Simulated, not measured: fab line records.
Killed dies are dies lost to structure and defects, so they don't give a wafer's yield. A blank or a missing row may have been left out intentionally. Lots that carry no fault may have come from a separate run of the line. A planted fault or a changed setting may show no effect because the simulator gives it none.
fab line records -- flow n5Finfet
record lots=11, wafers=33, lastDay=16
route steps=1938 shown BEOL_M15@1807 PASSIVATION@1936
lots untouched by any fault: they come from a run of this same line in which no faults occurred
startH: hours from the record's first day to the start of the lot's first wafer shown -- waitH: how many hours have passed since the lot's step before this one -- " same as the row above -- L1.1+2: several wafers, shown together as one row -- - no value, or no start was given -- * or withheld: withheld -- < > ~ a bound
route shown NAME@n: NAME is a module with steps in the file, n the number in the route of the first one -- usual: mean/standard deviation of fault-free wafers -- same: alike in all rows -- chamber/n: place in a boat -- sites: each site's reading -- _std_site: the values' standard deviation -- _edge_site: outer sites' mean less inner sites' -- radiusMm: how far each site lies from the wafer's centre -- mask NAME#n: copy n -- behind: the tool/chamber that last shaped the wafer -- hold: the reason the lot was held/the length of the hold in hours/how it ended -- device: transistor that didn't switch, given as n, p or np -- end of line: the tests these same wafers got at the end of their route -- step lacking rows: just its recipe -- killed: dies lost to structure and defects at the first sort, not the wafer's yield -- map: the dies of a wafer, with x for killed, . for not killed, _ for no die there
set.NAME: the setting the step ran with; set.NAME@STEP: the setting that earlier step ran with -- model.NAME: the simulator's own value behind a step, which no gauge read
the route's steps for a sample of lots (tables are steps, rows are wafers)
services: a tool's chamber out of use, with start hour (startH, from the record's first day; less than 0 if before it), hours out, and reason
## steps
# step N5_BEOL_M15_DESCUM_33
# recipe chemistry=O2, timeS=7.9, sourcePowerW=50, biasPowerW=20, pressureMtorr=20, rfFrequencyHz=2.712e+07, tempC=40, o2FlowSccm=225
# usual drypumpMotorCurrentA=6.1/0.46, oesProductAu=0.80/0.093, rfVppV=243.1/1.4, showerheadPlenumPTorr=2.08/0.06, throttleValvePct=20.38/0.28
# same timeS=7.9
lot.wafer,tool,chamber,startH,waitH,drypumpMotorCurrentA,oesProductAu,rfHoursCounterH,rfVppV,showerheadPlenumPTorr,throttleValvePct
L472.2,rieDiel-04,1,257.63,0.0,6.5,0.85,56,243.4,2.03,20.74
L472.3,rieDiel-04,3,257.63,0.0,5.6,0.74,188,244.3,2.17,20.90
L472.5,rieDiel-04,1,257.63,0.0,6.5,0.85,-,240.9,2.03,20.75
L474.1,rieDiel-04,2,269.60,0.6,5.1,0.80,75,242.7,2.00,20.22
L474.4,rieDiel-04,1,269.60,0.6,6.4,0.84,59,241.5,2.03,20.76
L474.5,rieDiel-04,0,269.60,0.6,6.3,0.69,-,243.3,2.09,20.36
L476.1,rieDiel-03,3,276.63,0.1,6.4,0.95,7,241.6,2.07,20.29
L476.2,rieDiel-03,1,276.63,0.1,5.8,0.71,194,243.4,2.14,20.48
L476.3,rieDiel-03,2,276.63,0.1,6.2,0.93,20,244.3,2.11,19.86
L477.2,rieDiel-03,3,284.81,0.2,6.4,0.94,10,241.8,2.06,20.28
L477.5,rieDiel-03,2,284.81,0.2,6.2,0.93,-,244.8,2.11,19.85
L477.6,rieDiel-03,1,284.81,0.2,5.8,0.71,-,244.8,2.14,20.48
L478.2,rieDiel-03,3,285.98,0.0,6.5,0.95,10,242.9,2.06,20.28
L478.4,rieDiel-03,0,285.98,0.0,6.4,0.73,192,241.9,1.99,20.43
L478.5,rieDiel-03,0,285.98,0.0,6.4,0.73,-,242.3,1.99,20.42
L479.2,rieDiel-03,3,301.14,1.6,6.4,0.93,15,243.7,2.06,20.30
L479.3,rieDiel-03,0,301.14,1.6,6.4,0.72,199,241.6,1.99,20.46
L479.5,rieDiel-03,0,301.14,1.6,6.4,0.73,-,242.9,1.99,20.44
L480.1,rieDiel-06,1,304.06,0.0,6.0,0.89,35,242.2,2.05,20.45
L480.3,rieDiel-06,3,304.06,0.0,6.8,0.92,14,245.6,2.21,20.14
L480.4,rieDiel-06,0,304.06,0.0,6.1,0.74,-,242.7,2.09,20.60
L481.2,rieDiel-03,0,304.22,0.1,6.3,0.72,201,242.5,1.99,20.43
L481.3,rieDiel-03,2,304.22,0.1,6.2,0.91,30,244.5,2.11,19.87
L481.4,rieDiel-03,3,304.22,0.1,6.4,0.93,17,242.2,2.06,20.28
L490.1,rieDiel-06,3,367.30,0.0,6.8,0.89,36,246.0,2.21,20.16
L490.2,rieDiel-06,0,367.30,0.0,6.1,0.73,174,242.2,2.08,20.63
L490.5,rieDiel-06,1,367.30,0.0,6.0,0.84,-,243.5,2.04,20.49
L492.1,rieDiel-03,2,373.36,0.0,6.2,0.88,52,242.8,2.10,19.91
L492.3,rieDiel-03,0,373.36,0.0,6.4,0.72,221,241.3,1.98,20.48
L492.4,rieDiel-03,3,373.36,0.0,6.5,0.89,39,241.6,2.05,20.32
L493.2,rieDiel-06,3,380.79,0.1,6.8,0.87,38,244.7,2.21,20.17
L493.3,rieDiel-06,0,380.79,0.1,6.1,0.73,176,244.3,2.08,20.63
L493.6,rieDiel-06,1,380.79,0.1,5.9,0.83,-,242.5,2.04,20.49
# step N5_BEOL_M15_ETCH_38
# recipe chemistry=CF4/N2, target=SiCN, targetDepthA=1064, taperDeg=2, timeS=120.5, ionEnergyEv=150, maskMaterial=SiO2, pressureMtorr=40, sourceW=430, biasW=70, Ar_flow_sccm=100, cf4FlowSccm=60, n2FlowSccm=60
# usual cf4FlowSccm=60.01/0.18, drypumpMotorCurrentA=6.0/0.53, oesProductAu=0.81/0.093, rfVppV=382.0/1.6, showerheadPlenumPTorr=2.19/0.062, throttleValvePct=15.44/0.28
# same timeS=120.5
lot.wafer,tool,chamber,startH,waitH,cf4FlowSccm,drypumpMotorCurrentA,oesProductAu,rfHoursCounterH,rfVppV,showerheadPlenumPTorr,throttleValvePct
L472.2,rieDiel-04,3,-,-,59.98,5.6,0.74,189,383.2,2.29,15.93
L472.3,rieDiel-04,1,-,-,59.94,6.4,0.83,56,381.1,2.14,15.61
L472.5,rieDiel-04,3,-,-,60.05,5.6,0.74,-,384.4,2.29,15.92
L474.1,rieDiel-03,2,-,-,60.16,6.2,0.94,18,383.5,2.22,14.83
L474.4,rieDiel-03,0,-,-,60.09,6.4,0.76,188,379.6,2.10,15.46
L474.5,rieDiel-03,2,-,-,60.21,6.2,0.94,-,383.3,2.22,14.82
L476.1,rieDiel-04,1,-,-,60.11,6.5,0.83,61,381.6,2.14,15.65
L476.2,rieDiel-04,2,-,-,60.21,5.1,0.79,79,381.4,2.15,15.49
L476.3,rieDiel-04,0,-,-,59.80,6.3,0.67,209,381.7,2.19,15.33
L477.2,rieDiel-03,3,-,-,60.00,6.4,0.95,10,381.7,2.16,15.14
L477.5,rieDiel-03,1,-,-,59.77,5.8,0.73,-,383.1,2.26,15.66
L477.6,rieDiel-03,2,-,-,60.03,6.2,0.93,-,381.2,2.22,14.84
L478.2,rieDiel-03,2,-,-,60.05,6.2,0.93,23,382.6,2.22,14.84
L478.4,rieDiel-03,3,-,-,60.21,6.5,0.95,10,380.9,2.16,15.13
L478.5,rieDiel-03,1,-,-,60.00,5.8,0.73,-,383.8,2.26,15.68
L479.2,rieDiel-04,0,-,-,59.89,6.4,0.67,212,383.3,2.19,15.34
L479.3,rieDiel-04,2,-,-,59.59,5.1,0.80,82,381.8,2.15,15.50
L479.5,rieDiel-04,3,-,-,60.01,5.6,0.72,-,384.6,2.29,15.95
L480.1,rieDiel-03,0,-,-,59.83,6.4,0.75,201,379.4,2.09,15.50
L480.3,rieDiel-03,3,-,-,59.96,6.4,0.94,17,380.5,2.15,15.17
L480.4,rieDiel-03,2,-,-,59.90,6.2,0.91,30,382.1,2.22,14.86
L481.2,rieDiel-06,1,-,-,59.63,6.0,0.91,36,380.9,2.15,15.34
L481.3,rieDiel-06,0,-,-,60.27,6.1,0.76,157,382.5,2.21,15.62
L481.4,rieDiel-06,1,-,-,59.61,6.0,0.91,-,382.4,2.15,15.35
L490.1,rieDiel-04,0,-,-,60.00,6.4,0.64,233,381.5,2.18,15.39
L490.2,rieDiel-04,1,-,-,59.89,6.5,0.79,85,380.2,2.13,15.68
L490.5,rieDiel-04,3,-,-,59.82,5.6,0.70,-,384.5,2.28,15.98
L492.1,rieDiel-06,2,-,-,59.85,4.9,0.93,17,381.4,2.16,15.25
L492.3,rieDiel-06,1,-,-,60.22,5.9,0.87,59,381.1,2.14,15.40
L492.4,rieDiel-06,3,-,-,60.09,6.8,0.88,37,384.4,2.32,15.19
L493.2,rieDiel-06,0,-,-,59.96,6.1,0.74,176,380.5,2.20,15.66
L493.3,rieDiel-06,1,-,-,60.15,5.9,0.87,61,380.8,2.14,15.39
L493.6,rieDiel-06,1,-,-,59.96,6.0,0.87,-,381.1,2.14,15.39
# step N5_BEOL_M15_SPUTTER_44
# recipe material=Ta, targetThkA=150, tempC=50, biasV=80, powerW=15000, chamberPressurePa=0.07, timeS=24.19
# usual throttleValvePct=30.1/1.5
# same timeS=24.19
lot.wafer,tool,chamber,startH,waitH,throttleValvePct
L472.2,pvdSputter-03,-,259.20,0.0,29.5
L472.3,pvdSputter-03,-,259.20,0.0,32.3
L472.5,pvdSputter-03,-,259.20,0.0,28.1
L474.1,pvdSputter-03,-,272.65,0.0,28.6
L474.4,pvdSputter-03,-,272.65,0.0,27.9
L474.5,pvdSputter-03,-,272.65,0.0,28.8
L476.1,pvdSputter-03,-,280.71,0.0,30.1
L476.2,pvdSputter-03,-,280.71,0.0,27.8
L476.3,pvdSputter-03,-,280.71,0.0,28.3
L477.2,pvdSputter-01,-,288.68,0.0,30.9
L477.5,pvdSputter-01,-,288.68,0.0,29.1
L477.6,pvdSputter-01,-,288.68,0.0,30.6
L478.2,pvdSputter-02,-,289.31,0.0,31.3
L478.4,pvdSputter-02,-,289.31,0.0,31.6
L478.5,pvdSputter-02,-,289.31,0.0,31.6
L479.2,pvdSputter-01,-,303.99,0.0,29.1
L479.3,pvdSputter-01,-,303.99,0.0,30.7
L479.5,pvdSputter-01,-,303.99,0.0,28.9
L480.1,pvdSputter-02,-,306.80,0.0,30.1
L480.3,pvdSputter-02,-,306.80,0.0,31.7
L480.4,pvdSputter-02,-,306.80,0.0,31.7
L481.2,pvdSputter-03,-,307.06,0.0,28.8
L481.3,pvdSputter-03,-,307.06,0.0,29.8
L481.4,pvdSputter-03,-,307.06,0.0,32.9
L490.1,pvdSputter-02,-,369.85,0.0,29.3
L490.2,pvdSputter-02,-,369.85,0.0,30.4
L490.5,pvdSputter-02,-,369.85,0.0,29.2
L492.1,pvdSputter-02,-,376.26,0.0,29.9
L492.3,pvdSputter-02,-,376.26,0.0,29.5
L492.4,pvdSputter-02,-,376.26,0.0,31.5
L493.2,pvdSputter-02,-,381.82,0.0,31.4
L493.3,pvdSputter-02,-,381.82,0.0,31.8
L493.6,pvdSputter-02,-,381.82,0.0,30.4
# step N5_BEOL_M15_ANNEAL_48
# recipe tempC=225, timeS=90, ambient=N2
# usual wafer_temp_C_max=225.65/0.24
# same timeS=90
lot.wafer,tool,chamber,startH,waitH,wafer_temp_C_max
L472.2,rtpAnneal-01,0,259.68,0.2,225.49
L472.3,rtpAnneal-01,0,259.68,0.2,225.41
L472.5,rtpAnneal-01,0,259.68,0.2,225.10
L474.1,rtpAnneal-02,0,273.27,0.4,225.79
L474.4,rtpAnneal-02,0,273.27,0.4,225.96
L474.5,rtpAnneal-02,0,273.27,0.4,225.46
L476.1,rtpAnneal-01,0,281.15,0.2,225.78
L476.2,rtpAnneal-01,0,281.15,0.2,225.68
L476.3,rtpAnneal-01,0,281.15,0.2,225.66
L477.2,rtpAnneal-01,0,289.24,0.3,225.27
L477.5,rtpAnneal-01,0,289.24,0.3,225.54
L477.6,rtpAnneal-01,0,289.24,0.3,225.79
L478.2,rtpAnneal-01,0,291.04,1.5,222.90
L478.4,rtpAnneal-01,0,291.04,1.5,223.19
L478.5,rtpAnneal-01,0,291.04,1.5,222.98
L479.2,rtpAnneal-01,0,304.56,0.3,222.66
L479.3,rtpAnneal-01,0,304.56,0.3,222.92
L479.5,rtpAnneal-01,0,304.56,0.3,223.03
L480.1,rtpAnneal-01,0,307.30,0.2,222.74
L480.3,rtpAnneal-01,0,307.30,0.2,222.81
L480.4,rtpAnneal-01,0,307.30,0.2,223.02
L481.2,rtpAnneal-02,0,307.76,0.4,226.07
L481.3,rtpAnneal-02,0,307.76,0.4,226.39
L481.4,rtpAnneal-02,0,307.76,0.4,225.78
L490.1,rtpAnneal-01,0,370.90,0.8,225.48
L490.2,rtpAnneal-01,0,370.90,0.8,225.64
L490.5,rtpAnneal-01,0,370.90,0.8,225.34
L492.1,rtpAnneal-02,0,376.70,0.2,226.15
L492.3,rtpAnneal-02,0,376.70,0.2,225.90
L492.4,rtpAnneal-02,0,376.70,0.2,226.28
L493.2,rtpAnneal-02,0,382.38,0.3,225.73
L493.3,rtpAnneal-02,0,382.38,0.3,225.58
L493.6,rtpAnneal-02,0,382.38,0.3,226.21
# step N5_PASSIVATION_PROBE_49
# usual defectLimitedYield=91.0/1.4, killed_at_M0_to_M3=36/11, killed_at_M4_up=13/5.4, killedAtContacts=12/6.4, killedAtFrontEnd=41/13, killedAtOther=2.9/2.3, killedDies=106/17, killedOpen=70/12, killedShort=34/8.4, sort_bin_5_function=5.2/1, sort_bin_6_memory=3.4/0.63, sortNPass=1074/18, sortYieldPct=91.0/1.6
# same grossDies=1180, killedAtBackSide=0, sort_bin_4_leakage[%]=0, sort_bin_8_speed[%]=0
lot.wafer,tool,chamber,startH,waitH,defectLimitedYield[%],killed_at_M0_to_M3,killed_at_M4_up,killedAtContacts,killedAtFrontEnd,killedAtOther,killedDies,killedOpen,killedShort,sort_bin_5_function[%],sort_bin_6_memory[%],sortNPass,sortYieldPct[%]
L472.2,prober-02,-,275.20,0.1,92.5,41,14,9,21,4,89,56,33,4.2,3.3,1091,92.5
L472.3,prober-02,-,275.25,0.1,92.6,25,9,17,33,3,87,51,31,3.5,3.5,1093,92.6
L472.5,prober-02,-,275.35,0.2,92.8,32,18,6,28,1,85,63,22,4.7,2.4,1095,92.8
L474.1,prober-01,-,287.66,0.0,90.8,35,14,6,52,2,109,69,32,5.0,3.4,1071,90.8
L474.4,prober-01,-,287.81,0.2,91.9,31,13,12,39,1,96,60,35,3.6,4.1,1084,91.9
L474.5,prober-01,-,287.86,0.2,89.7,49,21,6,43,2,121,73,39,5.6,3.8,1059,89.7
L476.1,prober-02,-,297.53,0.0,90.2,25,12,15,64,0,116,71,43,6.1,3.2,1064,90.2
L476.2,prober-02,-,297.58,0.1,88.6,33,18,13,69,1,134,95,39,6.9,4.1,1046,88.6
L476.3,prober-02,-,297.63,0.1,89.3,31,13,4,75,3,126,77,41,5.7,3.9,1054,89.3
L478.2,prober-01,-,306.33,0.1,91.9,27,11,19,35,4,96,63,33,5.0,2.7,1084,91.9
L478.4,prober-01,-,306.43,0.2,93.1,36,7,7,30,1,81,56,25,4.6,2.3,1099,93.1
L478.5,prober-01,-,306.48,0.2,91.4,34,16,16,34,2,102,71,29,4.9,3.5,1078,91.4
L477.2,prober-02,-,306.69,0.1,92.8,35,9,4,33,4,85,62,23,4.0,3.1,1095,92.8
L477.5,prober-02,-,306.84,0.2,91.9,37,10,12,33,3,95,63,32,4.8,2.9,1085,91.9
L477.6,prober-02,-,306.89,0.3,91.4,38,18,11,34,1,102,67,35,4.8,3.3,1078,91.4
L479.2,prober-02,-,319.33,0.1,92.0,27,13,7,45,2,94,61,32,5.1,2.6,1086,92.0
L479.3,prober-02,-,319.38,0.1,91.1,24,8,13,59,1,105,74,31,5.6,3.0,1075,91.1
L479.5,prober-02,-,319.48,0.2,89.6,29,13,11,67,3,123,71,52,6.8,3.4,1057,89.6
L480.1,prober-02,-,322.86,0.0,90.8,39,7,14,47,2,109,70,39,4.6,4.3,1071,90.8
L480.3,prober-02,-,322.96,0.1,92.0,34,3,16,36,5,94,57,36,4.0,3.9,1086,92.0
L480.4,prober-02,-,323.01,0.2,93.5,20,7,15,26,9,77,49,27,4.2,2.2,1103,93.5
L481.2,prober-01,-,323.73,0.1,92.2,34,16,11,31,0,92,64,26,4.5,3.0,1088,92.2
L481.3,prober-01,-,323.78,0.1,92.7,26,16,3,38,3,86,53,29,4.3,2.7,1094,92.7
L481.4,prober-01,-,323.83,0.2,93.8,18,19,13,19,4,73,56,15,3.1,3.1,1107,93.8
L490.1,prober-01,-,386.64,0.0,89.3,36,7,33,50,0,126,77,49,6.7,3.6,1054,89.3
L490.2,prober-01,-,386.69,0.1,91.2,29,7,16,48,4,104,73,29,4.9,3.7,1076,91.2
L490.5,prober-01,-,386.84,0.2,90.6,43,9,18,41,0,111,74,34,5.6,3.6,1069,90.6
L492.1,prober-02,-,395.36,0.0,92.2,30,9,8,43,2,92,76,16,4.8,2.9,1088,92.2
L492.3,prober-02,-,395.46,0.1,93.2,17,4,11,42,6,80,59,21,4.1,2.7,1100,93.2
L492.4,prober-02,-,395.51,0.2,92.9,27,15,8,30,4,84,54,23,4.5,1.9,1096,92.9
L493.2,prober-01,-,395.57,0.1,89.7,19,30,24,43,5,121,88,30,5.4,4.7,1059,89.7
L493.3,prober-01,-,395.62,0.1,90.5,24,19,8,54,7,112,71,40,5.4,3.6,1068,90.5
L493.6,prober-01,-,395.77,0.3,89.7,35,22,12,42,10,121,91,29,6.1,3.8,1059,89.7
# killed by level:class
L472.2 BEOL_M0_SAQP:geometricParticle:open=15 BEOL_M0_SAQP:geometricParticle:short=15 MOL_CONTACT_COAG:geometricParticle:open=8 FIN_SAQP:geometricParticle:open=5 BEOL_M1:geometricParticle:open=5 BEOL_M4:geometricParticle:open=5 STI_FIN_REVEAL:geometricParticle:open=4 GATE_CUT:geometricParticle:short=3
L472.3 MOL_CONTACT_COAG:geometricParticle:open=14 BEOL_M0_SAQP:geometricParticle:open=6 DUMMY_GATE:geometricParticle:open=5 GATE_CUT:geometricParticle:short=5 BEOL_M2:geometricParticle:open=5 BEOL_M0_SAQP:geometricParticle:short=4 BEOL_M1:geometricParticle:open=4 BEOL_M3:geometricParticle:open=4
L472.5 FIN_SAQP:geometricParticle:open=12 BEOL_M3:geometricParticle:open=10 BEOL_M0_SAQP:geometricParticle:open=7 MOL_CONTACT_COAG:geometricParticle:open=6 BEOL_M2:geometricParticle:open=6 BEOL_M4:geometricParticle:open=6 BEOL_M6:geometricParticle:open=5 FIN_SAQP:geometricParticle:short=4
L474.1 FIN_SAQP:geometricParticle:open=18 BEOL_M0_SAQP:geometricParticle:open=12 FIN_SAQP:geometricParticle:short=10 BEOL_M0_SAQP:geometricParticle:short=9 BEOL_M4:geometricParticle:open=6 HKMG_FIN:areaEtch=6 BEOL_M2:geometricParticle:open=5 BEOL_M5:geometricParticle:open=5
L474.4 BEOL_M0_SAQP:geometricParticle:short=14 MOL_CONTACT_COAG:geometricParticle:open=11 BEOL_M0_SAQP:geometricParticle:open=11 FIN_SAQP:geometricParticle:open=10 DUMMY_GATE:geometricParticle:open=8 FIN_SAQP:geometricParticle:short=6 STARTING-WAFER:geometricParticle:short=4 BEOL_M0:geometricParticle:open=3
L474.5 BEOL_M0_SAQP:geometricParticle:open=19 BEOL_M0_SAQP:geometricParticle:short=18 FIN_SAQP:geometricParticle:open=13 BEOL_M4:geometricParticle:open=10 FIN_SAQP:geometricParticle:short=7 HKMG_FIN:areaEtch=7 MOL_CONTACT_COAG:geometricParticle:open=5 STARTING-WAFER:geometricParticle:open=4
L476.1 FIN_SAQP:geometricParticle:short=14 STI_FIN_REVEAL:geometricParticle:open=13 FIN_SAQP:geometricParticle:open=12 MOL_CONTACT_COAG:geometricParticle:open=9 BEOL_M3:geometricParticle:open=8 BEOL_M4:geometricParticle:open=7 BEOL_M0_SAQP:geometricParticle:open=6 STI_FIN_REVEAL:geometricParticle:short=5
L476.2 FIN_SAQP:geometricParticle:short=20 STI_FIN_REVEAL:geometricParticle:open=20 FIN_SAQP:geometricParticle:open=13 BEOL_M3:geometricParticle:open=13 MOL_CONTACT_COAG:geometricParticle:open=10 BEOL_M4:geometricParticle:open=10 BEOL_M2:geometricParticle:open=6 BEOL_M0_SAQP:geometricParticle:open=5
L476.3 STI_FIN_REVEAL:geometricParticle:open=18 FIN_SAQP:geometricParticle:short=14 FIN_SAQP:geometricParticle:open=13 BEOL_M0_SAQP:geometricParticle:open=9 BEOL_M3:geometricParticle:open=8 HKMG_FIN:areaEtch=7 STI_FIN_REVEAL:geometricParticle:short=5 BEOL_M0_SAQP:geometricParticle:short=5
L478.2 MOL_CONTACT_COAG:geometricParticle:open=17 GATE_CUT:geometricParticle:short=7 BEOL_M4:geometricParticle:open=7 STI_FIN_REVEAL:geometricParticle:open=6 BEOL_M3:geometricParticle:open=6 DUMMY_GATE:geometricParticle:open=5 FIN_SAQP:geometricParticle:short=4 BEOL_M2:geometricParticle:open=4
L478.4 BEOL_M2:geometricParticle:open=10 BEOL_M3:geometricParticle:open=10 BEOL_M1:geometricParticle:open=7 FIN_SAQP:geometricParticle:open=6 STARTING-WAFER:geometricParticle:short=5 MOL_CONTACT_COAG:geometricParticle:open=5 BEOL_M0_SAQP:geometricParticle:open=4 BEOL_M4:geometricParticle:open=4
L478.5 MOL_CONTACT_COAG:geometricParticle:open=13 BEOL_M3:geometricParticle:open=10 DUMMY_GATE:geometricParticle:open=9 BEOL_M4:geometricParticle:open=8 BEOL_M0_SAQP:geometricParticle:open=5 FIN_SAQP:geometricParticle:open=4 FIN_SAQP:geometricParticle:short=4 GATE_CUT:geometricParticle:short=4
L477.2 BEOL_M3:geometricParticle:open=19 FIN_SAQP:geometricParticle:open=10 GATE_CUT:geometricParticle:short=8 BEOL_M1:geometricParticle:open=4 BEOL_M3:geometricParticle:short=4 BEOL_M4:geometricParticle:open=4 GATE_CUT:geometricParticle:open=3 MOL_CONTACT_COAG:geometricParticle:open=3
L477.5 FIN_SAQP:geometricParticle:open=11 BEOL_M3:geometricParticle:open=11 BEOL_M0_SAQP:geometricParticle:open=10 MOL_CONTACT_COAG:geometricParticle:open=9 BEOL_M0_SAQP:geometricParticle:short=7 BEOL_M4:geometricParticle:open=6 FIN_SAQP:geometricParticle:short=5 STI_FIN_REVEAL:geometricParticle:open=5
L477.6 BEOL_M0_SAQP:geometricParticle:short=10 BEOL_M0_SAQP:geometricParticle:open=9 MOL_CONTACT_COAG:geometricParticle:open=8 BEOL_M4:geometricParticle:open=8 BEOL_M3:geometricParticle:open=6 FIN_SAQP:geometricParticle:open=5 GATE_CUT:geometricParticle:open=5 STARTING-WAFER:geometricParticle:open=5
L479.2 STI_FIN_REVEAL:geometricParticle:open=16 BEOL_M1:geometricParticle:open=7 MOL_CONTACT_COAG:geometricParticle:open=5 BEOL_M3:geometricParticle:open=5 FIN_SAQP:geometricParticle:short=4 FIN_SAQP:geometricParticle:open=4 BEOL_M0_SAQP:geometricParticle:short=4 BEOL_M0:geometricParticle:open=4
L479.3 STI_FIN_REVEAL:geometricParticle:open=19 FIN_SAQP:geometricParticle:short=14 FIN_SAQP:geometricParticle:open=12 MOL_CONTACT_COAG:geometricParticle:open=12 BEOL_M1:geometricParticle:open=8 BEOL_M0:geometricParticle:open=5 GATE_CUT:geometricParticle:open=4 BEOL_M0_SAQP:geometricParticle:short=4
L479.5 FIN_SAQP:geometricParticle:short=21 STI_FIN_REVEAL:geometricParticle:open=15 FIN_SAQP:geometricParticle:open=13 MOL_CONTACT_COAG:geometricParticle:open=9 BEOL_M4:geometricParticle:open=8 BEOL_M1:geometricParticle:short=6 ILD0:geometricParticle:short=5 STI_FIN_REVEAL:geometricParticle:short=5
L480.1 BEOL_M0_SAQP:geometricParticle:short=16 MOL_CONTACT_COAG:geometricParticle:open=14 DUMMY_GATE:geometricParticle:open=12 STI_FIN_REVEAL:geometricParticle:open=10 BEOL_M0_SAQP:geometricParticle:open=8 FIN_SAQP:geometricParticle:short=7 FIN_SAQP:geometricParticle:open=6 BEOL_M1:geometricParticle:open=6
L480.3 STI_FIN_REVEAL:geometricParticle:open=16 MOL_CONTACT_COAG:geometricParticle:open=13 BEOL_M2:geometricParticle:open=10 BEOL_M0_SAQP:geometricParticle:short=8 BEOL_M1:geometricParticle:short=4 FIN_SAQP:geometricParticle:open=3 STI_FIN_REVEAL:geometricParticle:short=3 DUMMY_GATE:geometricParticle:open=3
L480.4 MOL_CONTACT_COAG:geometricParticle:open=9 STI_FIN_REVEAL:geometricParticle:open=6 MOL_CONTACT_COAG:geometricParticle:short=6 BEOL_M1:geometricParticle:open=6 STARTING-WAFER:geometricParticle:short=6 BEOL_M0_SAQP:geometricParticle:short=5 DUMMY_GATE:geometricParticle:open=4 BEOL_M3:geometricParticle:open=4
L481.2 MOL_CONTACT_COAG:geometricParticle:open=9 STI_FIN_REVEAL:geometricParticle:open=9 BEOL_M0_SAQP:geometricParticle:open=9 BEOL_M1:geometricParticle:open=8 BEOL_M3:geometricParticle:open=6 DUMMY_GATE:geometricParticle:open=5 BEOL_M4:geometricParticle:open=5 STI_FIN_REVEAL:geometricParticle:short=4
L481.3 FIN_SAQP:geometricParticle:short=7 STI_FIN_REVEAL:geometricParticle:open=7 BEOL_M3:geometricParticle:open=7 BEOL_M5:geometricParticle:open=6 BEOL_M0_SAQP:geometricParticle:open=5 BEOL_M0:geometricParticle:open=5 STARTING-WAFER:geometricParticle:short=5 FIN_SAQP:geometricParticle:open=4
L481.4 MOL_CONTACT_COAG:geometricParticle:open=11 BEOL_M4:geometricParticle:open=8 BEOL_M1:geometricParticle:open=5 BEOL_M0_SAQP:geometricParticle:open=5 BEOL_M3:geometricParticle:open=5 STARTING-WAFER:geometricParticle:open=4 GATE_CUT:geometricParticle:short=3 STARTING-WAFER:geometricParticle:short=3
L490.1 MOL_CONTACT_COAG:geometricParticle:open=21 MOL_CONTACT_COAG:geometricParticle:short=12 FIN_SAQP:geometricParticle:open=9 FIN_SAQP:geometricParticle:short=9 STI_FIN_REVEAL:geometricParticle:open=8 BEOL_M2:geometricParticle:open=8 BEOL_M0_SAQP:geometricParticle:short=6 BEOL_M1:geometricParticle:open=6
L490.2 MOL_CONTACT_COAG:geometricParticle:open=12 BEOL_M2:geometricParticle:open=11 FIN_SAQP:geometricParticle:short=10 FIN_SAQP:geometricParticle:open=9 STI_FIN_REVEAL:geometricParticle:open=7 BEOL_M3:geometricParticle:open=7 DUMMY_GATE:geometricParticle:open=5 ILD0:geometricParticle:open=4
L490.5 MOL_CONTACT_COAG:geometricParticle:open=14 STI_FIN_REVEAL:geometricParticle:open=11 BEOL_M2:geometricParticle:open=10 FIN_SAQP:geometricParticle:open=8 BEOL_M3:geometricParticle:short=7 BEOL_M3:geometricParticle:open=7 BEOL_M0_SAQP:geometricParticle:open=5 BEOL_M2:geometricParticle:short=5
L492.1 STI_FIN_REVEAL:geometricParticle:open=15 BEOL_M3:geometricParticle:open=11 FIN_SAQP:geometricParticle:open=10 MOL_CONTACT_COAG:geometricParticle:open=8 BEOL_M0:geometricParticle:open=6 BEOL_M0_SAQP:geometricParticle:open=4 STARTING-WAFER:geometricParticle:open=4 FIN_SAQP:geometricParticle:short=3
L492.3 FIN_SAQP:geometricParticle:open=9 MOL_CONTACT_COAG:geometricParticle:open=9 STI_FIN_REVEAL:geometricParticle:open=8 BEOL_M1:geometricParticle:open=8 ILD0:geometricParticle:open=7 BEOL_M3:geometricParticle:open=5 STARTING-WAFER:geometricParticle:open=5 STI_FIN_REVEAL:geometricParticle:short=4
L492.4 BEOL_M3:geometricParticle:open=11 FIN_SAQP:geometricParticle:open=6 STI_FIN_REVEAL:geometricParticle:open=6 HKMG_FIN:areaEtch=6 BEOL_M2:geometricParticle:open=4 MOL_CONTACT_COAG:geometricParticle:short=4 MOL_CONTACT_COAG:geometricParticle:open=4 GATE_CUT:geometricParticle:short=3
L493.2 BEOL_M4:geometricParticle:open=19 MOL_CONTACT_COAG:geometricParticle:open=15 STI_FIN_REVEAL:geometricParticle:open=11 FIN_SAQP:geometricParticle:open=8 MOL_CONTACT_COAG:geometricParticle:short=8 FIN_SAQP:geometricParticle:short=6 BEOL_M1:geometricParticle:open=6 BEOL_M5:geometricParticle:open=4
L493.3 STI_FIN_REVEAL:geometricParticle:open=16 FIN_SAQP:geometricParticle:open=9 MOL_CONTACT_COAG:geometricParticle:open=7 BEOL_M4:geometricParticle:open=7 FIN_SAQP:geometricParticle:short=6 BEOL_M0_SAQP:geometricParticle:short=6 STI_FIN_REVEAL:geometricParticle:short=5 BEOL_M2:geometricParticle:open=5
L493.6 BEOL_M4:geometricParticle:open=17 MOL_CONTACT_COAG:geometricParticle:open=11 FIN_SAQP:geometricParticle:open=10 BEOL_M0:geometricParticle:open=8 FIN_SAQP:geometricParticle:short=7 DUMMY_GATE:geometricParticle:open=7 BEOL_M0_SAQP:geometricParticle:open=7 STI_FIN_REVEAL:geometricParticle:open=6
## services
tool,chamber,startH,hours,kind
rieDiel-03,3,235.47,-,clean
rieDiel-03,3,235.47,-,consumableReplace:focusRing
rieDiel-03,3,235.47,22.2,scheduledDown
rieDiel-03,3,235.47,22.2,ventCycle
rieDiel-06,3,243.38,-,clean
rieDiel-06,3,243.38,-,consumableReplace:focusRing
rieDiel-06,3,243.38,-,consumableReplace:showerhead
rieDiel-06,3,243.38,15.5,scheduledDown
rieDiel-06,3,243.38,15.5,ventCycle
rieDiel-03,0,248.64,2.4,repair
rieDiel-04,0,270.55,4.8,repair
rieDiel-06,2,298.30,-,clean
rieDiel-06,2,298.30,-,consumableReplace:focusRing
rieDiel-06,2,298.30,21.3,scheduledDown
rieDiel-06,2,298.30,21.3,ventCycle
rieDiel-03,0,321.20,4.8,repair
pvdSputter-01,-,359.18,6.8,repair
pvdSputter-01,-,375.36,8.1,repair
rieDiel-06,3,375.70,2.1,repair
rieDiel-03,3,378.16,21.3,repair
## key
firstSign step=N5_BEOL_M15_ANNEAL_48, reading=wafer_temp_C_max, direction=down, sigmas=11, usual=*, struck=*
effect none on later readings
metAt N5_BEOL_M15_ANNEAL_48
struckLots L478,L479,L480
notActingAt N5_BEOL_M15_DESCUM_33,N5_BEOL_M15_ETCH_38,N5_BEOL_M15_SPUTTER_44
onsetBetween 289.24 291.04
fault kind=processParameterDrift, tool=rtpAnneal-01, chamber=-, onsetH=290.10, steps=N5_BEOL_M15_ANNEAL_48, channel=tempC, offset=*, shape=step, endH=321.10, actsIn=*, stated=*
